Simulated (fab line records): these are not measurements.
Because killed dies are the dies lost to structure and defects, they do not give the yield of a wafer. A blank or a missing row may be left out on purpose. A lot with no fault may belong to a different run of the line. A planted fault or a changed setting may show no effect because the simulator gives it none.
Matching of chambers | flow nandHarc | 4 sister chambers for NHARC_A_WL_FILL_ALD_10 on aldHk-02
The step deposits SiO2, target thk 50 nm, pulse time 10 s, ald cycles 500. 4 wafers are shown with their chamber, then 9 later ones without.

WAFERS, EACH WITH ITS CHAMBER
wafer  | chamber | heaterPowerW (W)
L083.4 | 2       | 453
L085.2 | 3       | 366
L085.3 | 1       | 473
L085.4 | 0       | 503

WAFERS WITH NO CHAMBER GIVEN
wafer  | heaterPowerW (W)
L088.1 | 436
L088.3 | 492
L088.5 | 374
L090.1 | 373
L090.4 | 512
L090.5 | 378
L093.1 | 514
L093.2 | 436
L093.3 | 485

CHAMBER TAKEN BY EACH
wafer  | from the rows above          | in truth
L088.1 | can't be placed: 2 or 1      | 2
L088.3 | can't be placed: 0 or 1      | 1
L088.5 | 3                            | 3
L090.1 | 3                            | 3
L090.4 | 0                            | 0
L090.5 | 3                            | 3
L093.1 | 0                            | 0
L093.2 | can't be placed: 2 or 1      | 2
L093.3 | can't be placed: 1 or 0 or 2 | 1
Correctly placed: 5 of 9. These rows do not allow placing 4 (true chamber among the candidates in 4). Wrongly placed: 0.
How it was worked out, from the rows above alone: a wafer's distance from a chamber is the root of the sum, over the readings, of the square of ((its reading less the chamber's mean) divided by the reading's scatter). The wafer belongs to the nearest chamber; if the next one is less than 2 further off, it can't be placed. The mean given for a chamber averages the wafers shown for that chamber. The scatter: with one shown wafer a chamber, the root of the mean of the squares of how far each hidden wafer lies from its nearest shown one.
